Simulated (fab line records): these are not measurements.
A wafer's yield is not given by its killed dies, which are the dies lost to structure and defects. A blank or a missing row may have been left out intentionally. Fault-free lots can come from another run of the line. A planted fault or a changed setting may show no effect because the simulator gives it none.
Matching of chambers :: flow n5Finfet :: N5_DUMMY_REMOVAL_STRIP_10 on rieDiel-02 has 4 sister chambers
The step strips in N2/H2, time 40 s. 18 wafers are shown with their chamber, then 9 later ones without.

== WAFERS WITH THEIR CHAMBER ==
wafer: L075.1
chamber: 1
drypumpMotorCurrentA (A): 6.3
showerheadPlenumPTorr (Torr): 3.57
throttleValvePct (%): 12.35

wafer: L075.5
chamber: 0
drypumpMotorCurrentA (A): 5.4
showerheadPlenumPTorr (Torr): 3.47
throttleValvePct (%): 12.28

wafer: L075.6
chamber: 3
drypumpMotorCurrentA (A): 5.5
showerheadPlenumPTorr (Torr): 3.39
throttleValvePct (%): 12.27

wafer: L079.2
chamber: 1
drypumpMotorCurrentA (A): 6.3
showerheadPlenumPTorr (Torr): 3.57
throttleValvePct (%): 12.40

wafer: L079.3
chamber: 3
drypumpMotorCurrentA (A): 5.5
showerheadPlenumPTorr (Torr): 3.38
throttleValvePct (%): 12.29

wafer: L079.4
chamber: 2
drypumpMotorCurrentA (A): 5.5
showerheadPlenumPTorr (Torr): 3.28
throttleValvePct (%): 11.96

wafer: L081.1
chamber: 0
drypumpMotorCurrentA (A): 5.4
showerheadPlenumPTorr (Torr): 3.46
throttleValvePct (%): 12.31

wafer: L081.4
chamber: 3
drypumpMotorCurrentA (A): 5.5
showerheadPlenumPTorr (Torr): 3.38
throttleValvePct (%): 12.29

wafer: L081.6
chamber: 3
drypumpMotorCurrentA (A): 5.5
showerheadPlenumPTorr (Torr): 3.38
throttleValvePct (%): 12.27

wafer: L083.2
chamber: 2
drypumpMotorCurrentA (A): 5.5
showerheadPlenumPTorr (Torr): 3.27
throttleValvePct (%): 11.98

wafer: L083.5
chamber: 2
drypumpMotorCurrentA (A): 5.5
showerheadPlenumPTorr (Torr): 3.27
throttleValvePct (%): 12.00

wafer: L083.6
chamber: 1
drypumpMotorCurrentA (A): 6.4
showerheadPlenumPTorr (Torr): 3.56
throttleValvePct (%): 12.41

wafer: L086.1
chamber: 3
drypumpMotorCurrentA (A): 5.5
showerheadPlenumPTorr (Torr): 3.38
throttleValvePct (%): 12.30

wafer: L086.4
chamber: 0
drypumpMotorCurrentA (A): 5.4
showerheadPlenumPTorr (Torr): 3.46
throttleValvePct (%): 12.31

wafer: L086.5
chamber: 0
drypumpMotorCurrentA (A): 5.4
showerheadPlenumPTorr (Torr): 3.46
throttleValvePct (%): 12.33

wafer: L088.1
chamber: 1
drypumpMotorCurrentA (A): 6.4
showerheadPlenumPTorr (Torr): 3.56
throttleValvePct (%): 12.42

wafer: L088.2
chamber: 0
drypumpMotorCurrentA (A): 5.4
showerheadPlenumPTorr (Torr): 3.46
throttleValvePct (%): 12.34

wafer: L088.6
chamber: 1
drypumpMotorCurrentA (A): 6.4
showerheadPlenumPTorr (Torr): 3.56
throttleValvePct (%): 12.43

SIGNATURES (means of the wafers above)
reading: drypumpMotorCurrentA
chamber 0: 5.400
chamber 1: 6.360
chamber 2: 5.500
chamber 3: 5.500
scatter within a chamber: 0.0293

reading: showerheadPlenumPTorr
chamber 0: 3.4620
chamber 1: 3.5640
chamber 2: 3.2733
chamber 3: 3.3820
scatter within a chamber: 0.00498

reading: throttleValvePct
chamber 0: 12.3140
chamber 1: 12.4020
chamber 2: 11.9800
chamber 3: 12.2840
scatter within a chamber: 0.0232
Rule: a wafer lies at a distance from a chamber equal to the root of the sum of squares, over the readings, of (its reading less the chamber's mean, divided by the reading's scatter). If the next closest chamber is less than 2 further off than the closest, the wafer can't be placed; otherwise it belongs to the closest. The scatter: take each reading less its chamber's mean, square it, sum over the shown wafers, divide by the number of wafers less the number of chambers, and take the root.

== WAFERS MISSING THEIR CHAMBER ==
wafer: L090.1
drypumpMotorCurrentA (A): 6.3
showerheadPlenumPTorr (Torr): 3.55
throttleValvePct (%): 12.46

wafer: L090.2
drypumpMotorCurrentA (A): 5.4
showerheadPlenumPTorr (Torr): 3.46
throttleValvePct (%): 12.35

wafer: L090.3
drypumpMotorCurrentA (A): 5.5
showerheadPlenumPTorr (Torr): 3.37
throttleValvePct (%): 12.31

wafer: L092.1
drypumpMotorCurrentA (A): 6.3
showerheadPlenumPTorr (Torr): 3.55
throttleValvePct (%): 12.45

wafer: L092.2
drypumpMotorCurrentA (A): 5.5
showerheadPlenumPTorr (Torr): 3.27
throttleValvePct (%): 12.02

wafer: L092.3
drypumpMotorCurrentA (A): 5.6
showerheadPlenumPTorr (Torr): 3.37
throttleValvePct (%): 12.34

wafer: L096.1
drypumpMotorCurrentA (A): 5.4
showerheadPlenumPTorr (Torr): 3.45
throttleValvePct (%): 12.36

wafer: L096.2
drypumpMotorCurrentA (A): 6.3
showerheadPlenumPTorr (Torr): 3.55
throttleValvePct (%): 12.48

wafer: L096.5
drypumpMotorCurrentA (A): 5.5
showerheadPlenumPTorr (Torr): 3.26
throttleValvePct (%): 12.04

== WHICH CHAMBER EACH WENT THROUGH ==
wafer: L090.1
from the rows above: 1
in truth: 1

wafer: L090.2
from the rows above: 0
in truth: 0

wafer: L090.3
from the rows above: 3
in truth: 3

wafer: L092.1
from the rows above: 1
in truth: 1

wafer: L092.2
from the rows above: 2
in truth: 2

wafer: L092.3
from the rows above: 3
in truth: 3

wafer: L096.1
from the rows above: 0
in truth: 0

wafer: L096.2
from the rows above: 1
in truth: 1

wafer: L096.5
from the rows above: 2
in truth: 2
Correct placement for 9 of the 9. Left unplaced by these rows: 0. Placed wrongly: 0.
